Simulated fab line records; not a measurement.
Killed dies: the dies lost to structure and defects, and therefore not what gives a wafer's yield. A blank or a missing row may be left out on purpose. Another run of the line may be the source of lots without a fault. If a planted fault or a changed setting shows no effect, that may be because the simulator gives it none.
Comparing a struck lot with a sound one | flow nand_harc | 15 out of 1302 route steps
Sound: these wafers, L426.1, L426.3, L426.4. Wafers L433.2, L433.4, L433.6 were the ones struck. Last of all comes the cause.
Each step with rows lists, per side, the tool, then ch with its chambers, then its first start. Under that, the readings that differ: sound wafers | struck wafers | difference of the means | sigmas: that difference in standard deviations of wafers without a fault.
alike: readings with means less than 2 such deviations apart, plus words and numbers identical on both sides. not compared: withheld readings, readings lacking a value on some wafer, bounds such as >300 that could conceal the same value, and numbers that have no deviation in the record and whose values overlap.
The two part at a step that has a row with sigmas, a row that says differs or no value, or rows on one side only. When numbers do not overlap yet have no deviation, they are printed without sigmas and do not part them. A reading missing from all wafers of one side parts the sides only when that side holds two or more wafers.

first, 4 steps without rows for these wafers: NHARC_HYBRID_BOND_PRECLEAN_01 (cleans in DIW, time 300 s); NHARC_HYBRID_BOND_SRD_02 (time 30 s, dry time 20 s); NHARC_HYBRID_BOND_BOND_03; NHARC_HYBRID_BOND_ANNEAL_04 (time 7200 s).
NHARC_HYBRID_BOND_OVL_MEAS_05:
  sound: overlay-01 at day 27 15:22; struck: overlay-01 at day 30 19:09
  alike: overlay_x_nm, overlay_y_nm
NHARC_HYBRID_BOND_INSPECT_06: inspects for defects (ir void).
  sound: defect_inspect-02 at day 27 15:25; struck: defect_inspect-01 at day 30 19:12
  alike: raw_defect_count
NHARC_THIN_TSV_GRIND_00:
  sound on grinder-01 ch 0, day 27 16:46; struck on grinder-01 ch 0, day 30 20:45
  reading                 | sound             | struck            | difference | sigmas
  head_pressure_psi (psi) | 3.986 3.976 3.990 | 4.000 4.006 4.002 | +0.019     | +2
  alike: motor_current_A, slurry_flow_ml_min
NHARC_THIN_TSV_CMP_01: polishes.
  sound on cmp-02 ch 1,2,3, day 27 17:59; struck on cmp-03 ch 1,3, day 30 21:46
  alike: motor_current_A, slurry_flow_ml_min
NHARC_THIN_TSV_THK_MEAS_02: measures by ir.
  sound: film_metro-01 at day 27 18:16; struck: film_metro-02 at day 30 22:01
  alike: thk_nm
then, 3 steps without rows for these wafers: NHARC_THIN_TSV_SRD_03; NHARC_THIN_TSV_PRECLEAN_41 (cleans in SC1); NHARC_THIN_TSV_SRD_42.
NHARC_THIN_TSV_DEP_43: deposits SiO2, target thk 1328.5 nm.
  sound on pecvd-03 ch 0,2, day 27 18:29; struck on pecvd-03 ch 0,2, day 30 22:20
  reading            | sound             | struck            | difference | sigmas
  rf_fwd_power_W (W) | 898.5 896.2 898.1 | 752.6 754.7 752.5 | -144.3     | -53
  alike: throttle_valve_pct
then, 1 step without rows for these wafers: NHARC_THIN_TSV_DEHYDRATE_04 (time 120 s).
NHARC_END_SORT_01:
  sound on prober-02 ch 0, day 28 11:25; struck on prober-01 ch 0, day 31 14:13
  alike: defect_limited_yield, killed_at_array, killed_at_other, killed_at_periphery, killed_dies, killed_open, killed_short, sort_bin_2_pct, sort_bin_3_pct, sort_bin_4_pct, sort_n_pass, sort_rim_yield_pct, sort_yield_pct

== WHERE THEY PART ==
At NHARC_THIN_TSV_GRIND_00 first; at NHARC_THIN_TSV_DEP_43 last (within this record only). Later steps at which nothing parts them and some readings are alike: NHARC_END_SORT_01.

WHY: what the simulator had put in
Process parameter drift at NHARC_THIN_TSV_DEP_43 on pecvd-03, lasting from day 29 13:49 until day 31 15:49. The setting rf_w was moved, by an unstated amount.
